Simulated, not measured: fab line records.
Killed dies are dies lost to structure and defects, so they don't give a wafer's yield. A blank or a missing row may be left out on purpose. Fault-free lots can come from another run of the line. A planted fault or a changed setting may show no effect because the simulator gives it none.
fab line records ; flow n5-finfet
record: lots: 6; wafers: 18; last-day: 17
route steps=1938 shown BEOL_M3@968 BEOL_M4@1111
lots with no fault: from the same line, run without faults
start-h: hours from the record's opening day to when the first of the lot's shown wafers began ; wait-h: hours since the lot's step before ; " unchanged from the row above ; L1.1+2: a row that stands for several wafers ; - value missing, or start not given ; * or withheld: withheld ; < > ~ a bound
route shown NAME@n: names a module that has steps shown in the file, with the first one's number in the route ; usual: mean/standard deviation taken from wafers without a fault ; same: alike in all rows ; chamber/n: place in a boat ; sites: the reading at each site ; _std_site: standard deviation across them ; _edge_site: the outer-site mean with the inner-site mean subtracted ; radius-mm: for every site, how far away it sits from the centre of the wafer ; mask NAME#n: copy n ; behind: tool/chamber where the wafer was last shaped ; hold: what put the lot on hold/how long, in hours/how the hold closed ; device: the n, p or np transistor that did not switch ; end of line: the tests these same wafers got at the end of their route ; step lacking rows: just its recipe ; killed: at the first sort, the dies lost to defects and structure; wafer yield is something else ; map: the dies of a wafer, with x for killed, . for not killed, _ for no die there
set.NAME: setting as actually run; set.NAME@STEP: the setting as run at that earlier step ; model.NAME: the simulator's own value behind a step, which no gauge read
lots seen at some steps along the route; tables by step, rows by wafer
services: the hour from which a tool's chamber was out of use, counted from the record's first day as start-h (under 0 if before that day), plus the number of hours and why
== steps ==
step: N5_BEOL_M3_INSPECT_30
recipe: mode: adi; inspect-instrument: brightfield
usual: raw-defect-count: 447/100
lot.wafer;tool;chamber;start-h;wait-h;raw-defect-count
L886.1;defect-inspect-01;-;150.82;0.1;565
L886.3;defect-inspect-01;-;150.82;0.1;521
L886.4;defect-inspect-01;-;150.82;0.1;502
L889.1;defect-inspect-01;-;176.46;0.1;432
L889.2;defect-inspect-01;-;176.46;0.1;341
L889.3;defect-inspect-01;-;176.46;0.1;397
L893.1;defect-inspect-01;-;195.59;0.1;542
L893.3;defect-inspect-01;-;195.59;0.1;412
L893.6;defect-inspect-01;-;195.59;0.1;403
L894.2;defect-inspect-02;-;204.58;0.0;537
L894.5;defect-inspect-02;-;204.58;0.0;464
L894.6;defect-inspect-02;-;204.58;0.0;410
L904.1;defect-inspect-01;-;262.61;0.1;438
L904.4;defect-inspect-01;-;262.61;0.1;665
L904.6;defect-inspect-01;-;262.61;0.1;569
L907.2;defect-inspect-02;-;280.68;0.1;546
L907.3;defect-inspect-02;-;280.68;0.1;625
L907.5;defect-inspect-02;-;280.68;0.1;467
step: N5_BEOL_M3_DESCUM_33
recipe: chemistry: O2; time-s: 7; source-power-w: 50; bias-power-w: 20; pressure-mtorr: 20; rf-frequency-hz: 2.712e+07; temp-c: 40; resist: CAR-EUV; o2-flow-sccm: 225
step: N5_BEOL_M3_ETCH_77
recipe: chemistry: N2/H2; target: underlayer; target-depth-a: 65; mask-material: CAR-EUV; time-s: 5.2; ion-energy-ev: 200; pressure-mtorr: 30; source-w: 840; bias-w: 150; n2-flow-sccm: 200; h2-flow-sccm: 200; ends: cleared
usual: drypump-motor-current-A: 5.9/0.5; etch-rf-on-time-s: 5.24/0.17; oes-product-au: 0.67/0.07; rf-fwd-power-W: 819.4/2.3; rf-vpp-V: 524.5/2.8; showerhead-plenum-p-Torr: 2.56/0.085; throttle-valve-pct: 17.83/0.26
lot.wafer;tool;chamber;start-h;wait-h;drypump-motor-current-A;etch-rf-on-time-s;oes-product-au;rf-fwd-power-W;rf-hours-counter-h;rf-vpp-V;showerhead-plenum-p-Torr;throttle-valve-pct
L886.1;rie-diel-01;1;150.96;0.0;6.4;5.32;0.74;818.0;34;525.7;2.58;17.85
L886.3;rie-diel-01;2;150.96;0.0;6.8;5.00;0.68;818.9;117;520.0;2.47;17.63
L886.4;rie-diel-01;3;150.96;0.0;6.3;5.34;0.63;818.6;171;524.6;2.51;17.37
L889.1;rie-diel-02;1;176.58;0.0;5.3;5.08;0.65;816.9;161;522.8;2.54;17.80
L889.2;rie-diel-02;2;176.58;0.0;6.2;5.11;0.76;815.8;18;528.6;2.69;17.53
L889.3;rie-diel-02;3;176.58;0.0;6.0;5.37;0.60;821.2;177;523.9;2.52;18.14
L893.1;rie-diel-02;3;195.65;0.0;6.0;5.37;0.60;817.1;184;526.0;2.51;18.14
L893.3;rie-diel-02;0;195.65;0.0;5.6;5.33;0.81;821.4;2;524.6;2.63;17.95
L893.6;rie-diel-02;3;195.65;0.0;6.0;5.36;0.59;818.5;-;528.0;2.51;18.14
L894.2;rie-diel-04;1;205.12;0.0;5.0;5.16;0.74;818.9;41;525.4;2.61;17.97
L894.5;rie-diel-04;0;205.12;0.0;6.1;5.45;0.62;824.4;-;526.2;2.65;18.13
L894.6;rie-diel-04;1;205.12;0.0;5.0;5.08;0.73;818.6;-;524.2;2.61;17.99
L904.1;rie-diel-04;0;262.68;0.0;6.1;5.55;0.59;820.0;199;526.0;2.64;18.13
L904.4;rie-diel-04;2;262.68;0.0;5.7;5.52;0.60;817.4;193;519.1;2.43;17.74
L904.6;rie-diel-04;3;262.68;0.0;6.7;5.05;0.67;816.8;-;522.6;2.43;17.60
L907.2;rie-diel-01;2;280.88;0.0;6.8;5.17;0.65;816.7;152;520.5;2.46;17.68
L907.3;rie-diel-01;3;280.88;0.0;6.3;5.38;0.61;823.1;211;523.8;2.49;17.44
L907.5;rie-diel-01;3;280.88;0.0;6.3;5.42;0.60;818.6;-;523.0;2.49;17.44
step: N5_BEOL_M3_ETCH_69
recipe: chemistry: CF4; target: SiARC; target-depth-a: 156; mask-material: CAR-EUV; time-s: 26; ion-energy-ev: 80; pressure-mtorr: 40; source-w: 545; bias-w: 36; Ar_flow_sccm: 100; cf4-flow-sccm: 100; ends: cleared
step: N5_BEOL_M3_ALD_98
recipe: material: SiO2; target-thk-a: 25; temp-c: 100; ald-precursor-family: BDEAS; ald-co-reactant: O2-plasma; pulse-time-s: 1; co-reactant-pulse-time-s: 1; purge-time-s: 2; co-reactant-purge-time-s: 2; ald-cycles: 17; pressure-torr: 2
usual: heater-power-w: 79/9.5; precursor-pulse-height-rel: 1.001/0.019
lot.wafer;tool;chamber;start-h;wait-h;heater-power-w;precursor-pulse-height-rel
L886.1;ald-sin-02;1;151.36;0.4;77;1.030
L886.3;ald-sin-02;3;151.36;0.4;83;1.007
L886.4;ald-sin-02;0;151.36;0.4;72;0.993
L889.1;ald-sin-02;1;176.72;0.1;78;0.978
L889.2;ald-sin-02;3;176.72;0.1;79;1.006
L889.3;ald-sin-02;2;176.72;0.1;81;1.024
L893.1;ald-sin-02;3;195.75;0.1;85;1.040
L893.3;ald-sin-02;1;195.75;0.1;80;0.991
L893.6;ald-sin-02;0;195.75;0.1;72;1.030
L894.2;ald-sin-02;0;205.22;0.1;75;1.000
L894.5;ald-sin-02;0;205.22;0.1;73;0.997
L894.6;ald-sin-02;3;205.22;0.1;84;1.037
L904.1;ald-sin-03;1;262.78;0.1;69;1.020
L904.4;ald-sin-03;0;262.78;0.1;77;0.985
L904.6;ald-sin-03;2;262.78;0.1;86;0.999
L907.2;ald-sin-02;0;282.08;1.1;72;0.988
L907.3;ald-sin-02;2;282.08;1.1;74;1.004
L907.5;ald-sin-02;2;282.08;1.1;75;0.963
step: N5_BEOL_M3_ETCHBACK_99
recipe: chemistry: CHF3; target: SiO2; target-depth-a: 50; time-s: 10.4; source-w: 215; bias-w: 47; Ar_flow_sccm: 200; CHF3_flow_sccm: 12; ion-energy-ev: 100; pressure-mtorr: 30
usual: drypump-motor-current-A: 5.9/0.58; mfc-ar-sccm: 199.9/0.59; oes-product-au: 0.79/0.072; rf-vpp-V: 240/7.4; showerhead-plenum-p-Torr: 2.14/0.073; throttle-valve-pct: 16.94/0.26
lot.wafer;tool;chamber;start-h;wait-h;drypump-motor-current-A;mfc-ar-sccm;oes-product-au;rf-hours-counter-h;rf-vpp-V;showerhead-plenum-p-Torr;throttle-valve-pct
L886.1;rie-diel-04;3;158.36;7.0;6.6;199.1;0.81;126;241;2.06;16.74
L886.3;rie-diel-04;1;158.36;7.0;5.0;200.3;0.90;27;235;2.20;17.00
L886.4;rie-diel-04;2;158.36;7.0;5.6;200.3;0.74;161;243;2.05;16.88
L889.1;rie-diel-02;2;176.87;0.1;6.2;199.9;0.90;18;236;2.29;16.84
L889.2;rie-diel-02;1;176.87;0.1;5.3;199.7;0.76;161;242;2.15;17.03
L889.3;rie-diel-02;3;176.87;0.1;6.0;200.5;0.71;177;246;2.13;17.36
L893.1;rie-diel-04;1;197.90;2.1;5.0;199.3;0.86;38;235;2.20;17.02
L893.3;rie-diel-04;2;197.90;2.1;5.7;200.8;0.72;173;244;2.05;16.90
L893.6;rie-diel-04;0;197.90;2.1;6.1;199.6;0.72;-;258;2.23;17.16
L894.2;rie-diel-04;0;209.68;4.4;6.1;200.1;0.72;182;257;2.23;17.20
L894.5;rie-diel-04;2;209.68;4.4;5.7;200.2;0.71;-;242;2.05;16.88
L894.6;rie-diel-04;3;209.68;4.4;6.6;199.6;0.79;-;242;2.06;16.77
L904.1;rie-diel-01;2;269.11;6.3;6.8;200.0;0.76;148;243;2.05;16.65
L904.4;rie-diel-01;0;269.11;6.3;5.1;198.7;0.84;64;242;2.07;16.63
L904.6;rie-diel-01;1;269.11;6.3;6.4;200.4;0.83;-;230;2.20;17.29
L907.2;rie-diel-01;2;285.51;3.4;6.8;199.4;0.75;155;242;2.05;16.67
L907.3;rie-diel-01;0;285.51;3.4;5.1;200.3;0.83;72;243;2.07;16.65
L907.5;rie-diel-01;1;285.51;3.4;6.3;200.1;0.82;-;229;2.20;17.31
step: N5_BEOL_M3_ETCH_70
recipe: chemistry: N2/H2; target: SOC; target-depth-a: 800; overetch-a: 160; mask-material: SiARC; temp-c: 40; time-s: 120; ion-energy-ev: 200; pressure-mtorr: 30; source-w: 840; bias-w: 150; n2-flow-sccm: 200; h2-flow-sccm: 200
step: N5_BEOL_M3_STRIP_71
recipe: chemistry: N2/H2; temp-c: 40; n2-flow-sccm: 200; h2-flow-sccm: 200; rf-frequency-hz: 6e+07
step: N5_BEOL_M3_STRIP_78
recipe: chemistry: N2/H2; temp-c: 40; n2-flow-sccm: 200; h2-flow-sccm: 200; rf-frequency-hz: 6e+07
step: N5_BEOL_M3_VIA_ETCH_34
recipe: chemistry: C4F6/O2; target-depth-a: 694; mask-material: SOC; pressure-mtorr: 15; ion-energy-ev: 250; taper-deg: 4; time-s: 65.9; source-w: 350; bias-w: 170; Ar_flow_sccm: 300; C4F6_flow_sccm: 10; O2_flow_sccm: 10
step: N5_BEOL_M3_STRIP_83
recipe: chemistry: C4F6/O2; resist: SiARC; rf-frequency-hz: 6e+07
step: N5_BEOL_M3_STRIP_36
recipe: chemistry: N2/H2; power-w: 450; temp-c: 40; pressure-mtorr: 20; rf-frequency-hz: 6e+07; overash-fraction: 0.3; bias-power-w: 7; h2-frac: 0.5; n2-flow-sccm: 200; h2-flow-sccm: 200
usual: drypump-motor-current-A: 5.9/0.58; oes-product-au: 0.80/0.072; rf-vpp-V: 59.2/1.3; showerhead-plenum-p-Torr: 2.53/0.078; throttle-valve-pct: 23.6/0.32
lot.wafer;tool;chamber;start-h;wait-h;drypump-motor-current-A;oes-product-au;rf-hours-counter-h;rf-vpp-V;showerhead-plenum-p-Torr;throttle-valve-pct
L886.1;rie-diel-04;3;158.56;0.0;6.7;0.82;126;59.2;2.43;23.3
L886.3;rie-diel-04;1;158.56;0.0;5.0;0.87;27;59.0;2.61;24.0
L886.4;rie-diel-04;2;158.56;0.0;5.7;0.75;161;58.2;2.43;23.4
L889.1;rie-diel-02;2;177.07;0.0;6.2;0.90;18;59.7;2.69;23.3
L889.2;rie-diel-02;1;177.07;0.0;5.3;0.76;161;60.5;2.54;23.4
L889.3;rie-diel-02;3;177.07;0.0;6.0;0.70;177;58.1;2.51;24.0
L893.1;rie-diel-04;1;198.10;0.0;5.0;0.85;38;57.3;2.61;24.0
L893.3;rie-diel-04;2;198.10;0.0;5.7;0.75;173;60.3;2.43;23.5
L893.6;rie-diel-04;0;198.10;0.0;6.1;0.73;-;59.8;2.64;24.1
L894.2;rie-diel-04;0;209.88;0.0;6.1;0.73;182;60.4;2.64;24.1
L894.5;rie-diel-04;2;209.88;0.0;5.7;0.74;-;59.2;2.43;23.4
L894.6;rie-diel-04;3;209.88;0.0;6.6;0.79;-;58.3;2.43;23.4
L904.1;rie-diel-01;2;269.30;0.0;6.8;0.77;148;58.4;2.46;23.5
L904.4;rie-diel-01;0;269.30;0.0;5.1;0.87;65;58.7;2.47;23.5
L904.6;rie-diel-01;1;269.30;0.0;6.4;0.84;-;60.7;2.56;23.8
L907.2;rie-diel-01;2;285.70;0.0;6.8;0.76;155;60.6;2.46;23.5
L907.3;rie-diel-01;0;285.70;0.0;5.1;0.85;72;57.3;2.46;23.5
L907.5;rie-diel-01;1;285.70;0.0;6.3;0.83;-;61.6;2.55;23.8
step: N5_BEOL_M3_TRENCH_ETCH_37
recipe: chemistry: C4F6/O2; target-depth-a: 555.55; target: SiOC; time-s: 29.2; ion-energy-ev: 250; pressure-mtorr: 30; source-w: 355; bias-w: 185; Ar_flow_sccm: 300; C4F6_flow_sccm: 10; O2_flow_sccm: 10
usual: drypump-motor-current-A: 5.9/0.58; mfc-ar-sccm: 300.0/1; oes_f_703_au: 0.79/0.079; oes_o_777_au: 0.79/0.083; oes-product-au: 0.79/0.071; rf-fwd-power-W: 350.2/1.9; rf-vpp-V: 662/20; showerhead-plenum-p-Torr: 2.83/0.092; throttle-valve-pct: 20.73/0.28
lot.wafer;tool;chamber;start-h;wait-h;drypump-motor-current-A;mfc-ar-sccm;oes_f_703_au;oes_o_777_au;oes-product-au;rf-fwd-power-W;rf-hours-counter-h;rf-vpp-V;showerhead-plenum-p-Torr;throttle-valve-pct;model.BEOL_M3.feature-depth-nm;model.etch.depth-nm;model.TiN_of_BEOL_M3_HM_DEP_02.thk-nm
L886.1;rie-diel-04;3;158.60;-;6.7;300.4;0.81;0.81;0.82;350.5;126;667;2.73;20.51;56.6;56.65;17.6
L886.3;rie-diel-04;1;158.60;-;5.0;300.6;0.95;0.97;0.89;351.5;27;650;2.91;20.85;56.2;56.16;17
L886.4;rie-diel-04;2;158.60;-;5.7;299.2;0.71;0.72;0.73;347.3;161;675;2.72;20.62;53.6;53.56;17.6
L889.1;rie-diel-02;2;177.11;-;6.2;298.8;0.91;0.92;0.90;349.9;18;651;3.02;20.64;56.6;56.58;17.4
L889.2;rie-diel-02;1;177.11;-;5.3;299.1;0.76;0.74;0.75;351.8;161;664;2.85;20.78;55.6;55.55;18.2
L889.3;rie-diel-02;3;177.11;-;6.0;299.5;0.71;0.72;0.69;352.8;177;680;2.83;21.17;53.4;53.41;18.4
L893.1;rie-diel-04;1;198.14;-;5.0;299.7;0.57;0.61;0.71;138.9;38;801;2.91;20.83;38.8;38.76;18
L893.3;rie-diel-04;2;198.14;-;5.7;300.5;0.49;0.51;0.59;136.1;173;793;2.72;20.61;37.6;37.54;18.2
L893.6;rie-diel-04;0;198.14;-;6.1;300.9;0.49;0.50;0.59;135.4;-;835;2.95;20.91;37.6;37.66;18.2
L894.2;rie-diel-04;0;209.92;-;6.1;299.3;0.48;0.49;0.59;137.1;182;834;2.95;20.91;37.8;37.81;18
L894.5;rie-diel-04;2;209.92;-;5.7;298.9;0.48;0.50;0.59;134.9;-;792;2.71;20.61;37.4;37.45;18.4
L894.6;rie-diel-04;3;209.92;-;6.6;300.3;0.53;0.54;0.64;136.0;-;805;2.73;20.52;39.8;39.86;18
L904.1;rie-diel-01;2;269.34;-;6.8;299.1;0.74;0.73;0.77;351.2;148;672;2.72;20.38;56.8;56.74;17.2
L904.4;rie-diel-01;0;269.34;-;5.1;297.9;0.84;0.84;0.85;347.7;65;672;2.75;20.41;57.4;57.45;17.6
L904.6;rie-diel-01;1;269.34;-;6.4;300.3;0.82;0.82;0.83;348.4;-;635;2.91;21.16;54.2;54.25;18.2
L907.2;rie-diel-01;2;285.74;-;6.8;299.9;0.73;0.72;0.76;352.5;155;672;2.72;20.39;56;56.06;17.8
L907.3;rie-diel-01;0;285.74;-;5.1;299.9;0.83;0.84;0.84;350.3;72;672;2.75;20.42;57.4;57.35;18.2
L907.5;rie-diel-01;1;285.74;-;6.4;298.6;0.82;0.81;0.82;349.1;-;633;2.90;21.19;53.8;53.89;18
step: N5_BEOL_M3_ETCH_41
recipe: chemistry: CH3F/O2; target: SiCN; target-depth-a: 299; taper-deg: 2; time-s: 52.5; ion-energy-ev: 120; mask-material: TiN; pressure-mtorr: 30; source-w: 395; bias-w: 75; Ar_flow_sccm: 150; CH3F_flow_sccm: 30; O2_flow_sccm: 20
usual: drypump-motor-current-A: 5.9/0.58; mfc-ar-sccm: 150.0/0.52; oes-product-au: 0.79/0.071; rf-fwd-power-W: 391.4/1.6; rf-vpp-V: 297.2/1.4; showerhead-plenum-p-Torr: 1.99/0.066; throttle-valve-pct: 16.20/0.24
lot.wafer;tool;chamber;start-h;wait-h;drypump-motor-current-A;mfc-ar-sccm;oes-product-au;rf-fwd-power-W;rf-hours-counter-h;rf-vpp-V;showerhead-plenum-p-Torr;throttle-valve-pct
L886.1;rie-diel-04;3;-;-;6.7;150.8;0.81;391.5;126;295.5;1.92;16.04
L886.3;rie-diel-04;1;-;-;5.0;150.6;0.88;389.9;27;298.6;2.05;16.23
L886.4;rie-diel-04;2;-;-;5.7;150.0;0.73;390.7;161;295.6;1.91;16.12
L889.1;rie-diel-02;2;-;-;6.2;149.9;0.89;391.1;18;300.8;2.13;16.04
L889.2;rie-diel-02;1;-;-;5.4;150.4;0.75;394.9;161;296.6;2.00;16.29
L889.3;rie-diel-02;3;-;-;6.0;149.9;0.70;394.2;177;296.9;1.99;16.64
L893.1;rie-diel-04;1;-;-;5.0;150.3;0.87;391.6;38;298.8;2.05;16.26
L893.3;rie-diel-04;2;-;-;5.7;150.3;0.72;387.6;173;296.0;1.90;16.14
L893.6;rie-diel-04;0;-;-;6.1;149.0;0.72;391.8;-;299.7;2.07;16.41
L894.2;rie-diel-04;0;-;-;6.1;148.9;0.72;391.1;182;299.2;2.07;16.41
L894.5;rie-diel-04;2;-;-;5.7;149.9;0.71;389.1;-;296.1;1.90;16.14
L894.6;rie-diel-04;3;-;-;6.6;150.1;0.79;390.1;-;296.9;1.91;16.04
L904.1;rie-diel-01;2;-;-;6.8;150.3;0.76;392.2;148;296.0;1.91;15.93
L904.4;rie-diel-01;0;-;-;5.1;151.2;0.84;392.0;65;296.1;1.93;15.93
L904.6;rie-diel-01;1;-;-;6.4;149.9;0.82;391.8;-;298.1;2.04;16.50
L907.2;rie-diel-01;2;-;-;6.8;149.0;0.76;391.3;155;296.6;1.91;15.94
L907.3;rie-diel-01;0;-;-;5.1;149.1;0.84;391.8;72;296.4;1.93;15.93
L907.5;rie-diel-01;1;-;-;6.3;150.1;0.82;389.5;-;296.6;2.04;16.51
step: N5_BEOL_M3_STRIP_97
recipe: chemistry: N2/H2; time-s: 10; power-w: 450; temp-c: 40; pressure-mtorr: 20; rf-frequency-hz: 6e+07; bias-power-w: 7; n2-flow-sccm: 200; h2-flow-sccm: 200
step: N5_BEOL_M3_OCD_MEAS_38
usual: trench-depth-nm: 55.1/1.6
lot.wafer;tool;chamber;start-h;wait-h;trench-depth-nm
L886.1;ocd-01;-;158.75;-;56.4
L886.3;ocd-01;-;158.75;-;56.0
L886.4;ocd-01;-;158.75;-;53.6
L889.1;ocd-01;-;177.27;-;56.6
L889.2;ocd-01;-;177.27;-;56.0
L889.3;ocd-01;-;177.27;-;53.5
L893.1;ocd-02;-;198.29;-;38.5
L893.3;ocd-02;-;198.29;-;37.1
L893.6;ocd-02;-;198.29;-;37.9
L894.2;ocd-02;-;210.08;-;38.0
L894.5;ocd-02;-;210.08;-;37.4
L894.6;ocd-02;-;210.08;-;40.0
L904.1;ocd-02;-;269.50;-;57.0
L904.4;ocd-02;-;269.50;-;57.7
L904.6;ocd-02;-;269.50;-;54.1
L907.2;ocd-02;-;285.90;-;56.3
L907.3;ocd-02;-;285.90;-;57.7
L907.5;ocd-02;-;285.90;-;53.6
step: N5_BEOL_M3_HM_STRIP_39
recipe: chemistry: peroxide-tin-strip; material: TiN; target-depth-a: 250; temp-c: 50; time-s: 158
step: N5_BEOL_M4_RC_MEAS_101
usual: DIBL_N: 36.9/2.1; DIBL_P: 37.1/2.5; IOFF_N: 0.17/0.039; IOFF_P: 0.23/0.043; ION_N: 673/15; ION_P: 462/9.1; SS_N: 71.8/0.69; SS_P: 73.6/0.74; VT_N: 250/3.6; VT_P: -249.7/2.9
lot.wafer;tool;chamber;start-h;wait-h;DIBL_N[mV/V];DIBL_P[mV/V];IOFF_N[nA/um];IOFF_P[nA/um];ION_N[uA/um];ION_P[uA/um];SS_N[mV/dec];SS_P[mV/dec];VT_N[mV];VT_P[mV]
L886.1;prober-02;0;177.68;0.0;38.0;38.5;0.19;0.26;676;470;72.5;74.5;248;-245.8
L886.3;prober-02;0;177.68;0.0;34.6;34.4;0.13;0.18;653;447;71.3;73.0;254;-249.8
L886.4;prober-02;0;177.68;0.0;35.9;38.0;0.17;0.25;668;464;71.7;73.8;251;-246.4
L889.1;prober-02;0;197.47;0.0;38.4;39.1;0.20;0.26;690;470;72.4;74.5;250;-250.4
L889.2;prober-02;0;197.47;0.0;35.2;35.7;0.16;0.21;691;471;71.2;73.7;251;-251.3
L889.3;prober-02;0;197.47;0.0;37.5;37.1;0.19;0.22;675;454;72.3;74.0;250;-252.9
L893.1;prober-02;0;218.42;0.0;33.0;33.9;0.13;0.19;677;470;70.7;72.6;249;-250.4
L893.3;prober-02;0;218.42;0.0;38.5;40.7;0.24;0.30;679;464;72.9;74.2;244;-243.8
L893.6;prober-02;0;218.42;0.0;39.1;41.6;0.26;0.32;699;472;72.8;75.1;241;-246.1
L894.2;prober-01;0;224.87;0.2;36.7;35.3;0.14;0.21;675;467;71.2;73.8;256;-251.4
L894.5;prober-01;0;224.87;0.2;39.5;38.2;0.20;0.27;696;471;72.6;74.0;248;-247.0
L894.6;prober-01;0;224.87;0.2;38.9;37.7;0.18;0.25;657;451;72.2;74.4;250;-247.9
L904.1;prober-01;0;283.97;0.0;37.0;35.9;0.18;0.20;680;461;72.4;73.5;249;-250.5
L904.4;prober-01;0;283.97;0.0;37.0;38.2;0.19;0.25;680;463;71.8;74.2;246;-246.9
L904.6;prober-01;0;283.97;0.0;39.0;40.5;0.22;0.28;679;463;72.7;74.5;246;-246.6
L907.2;prober-02;0;302.25;0.2;33.7;33.2;0.11;0.17;641;446;70.5;72.0;255;-254.4
L907.3;prober-02;0;302.25;0.2;33.9;32.4;0.12;0.16;660;451;71.4;72.4;251;-255.9
L907.5;prober-02;0;302.25;0.2;36.3;35.9;0.15;0.20;657;453;71.7;73.6;252;-250.6
== services ==
tool;chamber;start-h;hours;kind
rie-diel-04;-;131.63;0.8;repair
rie-diel-04;0;132.51;11.9;repair
ald-sin-03;3;142.57;3.6;repair
rie-diel-02;1;156.55;15.9;repair
rie-diel-01;3;165.35;3.0;repair
rie-diel-02;0;172.64;-;clean
rie-diel-02;0;172.64;-;consumable-replace:focus-ring
rie-diel-02;0;172.64;14.3;scheduled-down
rie-diel-02;0;172.64;14.3;vent-cycle
ald-sin-02;-;176.82;14.0;pm
ald-sin-02;0;176.82;14.0;vent-cycle
ald-sin-02;1;176.82;14.0;vent-cycle
ald-sin-02;2;176.82;14.0;vent-cycle
ald-sin-02;3;176.82;14.0;vent-cycle
ald-sin-02;0;190.82;-;clean
ald-sin-02;1;190.82;-;clean
ald-sin-02;2;190.82;-;clean
ald-sin-02;-;192.50;2.8;pm
ald-sin-03;3;204.97;1.7;repair
rie-diel-01;2;220.07;16.1;repair
ald-sin-02;-;258.00;6.0;pm
rie-diel-02;0;264.59;16.2;repair
rie-diel-02;-;271.50;14.6;pm
ald-sin-03;-;280.55;6.0;pm
== key ==
first-sign: step: N5_BEOL_M3_TRENCH_ETCH_37; reading: rf-fwd-power-W; direction: down; sigmas: 99+; usual: *; struck: *
effect: step: N5_BEOL_M3_TRENCH_ETCH_37; reading: rf-vpp-V; direction: up; sigmas: 7.4; usual: 662; struck: 810
effect: step: N5_BEOL_M3_OCD_MEAS_38; reading: trench-depth-nm; direction: down; sigmas: 10; usual: 55.1; struck: 38.1
model-effect: step: N5_BEOL_M3_TRENCH_ETCH_37; value: BEOL_M3.feature-depth-nm; without: 54.43; struck: 38.17
met-at N5_BEOL_M3_TRENCH_ETCH_37
struck-wafers L893.1,L893.3,L893.6,L894.2,L894.5,L894.6
baseline-loss: step: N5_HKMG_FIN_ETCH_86; wafers: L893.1
onset-between 158.60 198.14
fault: kind: process-parameter-drift; tool: rie-diel-04; chamber: -; onset-h: 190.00; steps: N5_BEOL_M3_TRENCH_ETCH_37; channel: source-w; offset: -213; shape: step; end-h: 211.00; acts-in: these-recipes-only; stated: 355
baseline-loss: these wafers lose ten dies or more at that step, a loss of the line's own and not of a fault; the sort's usual values leave them out
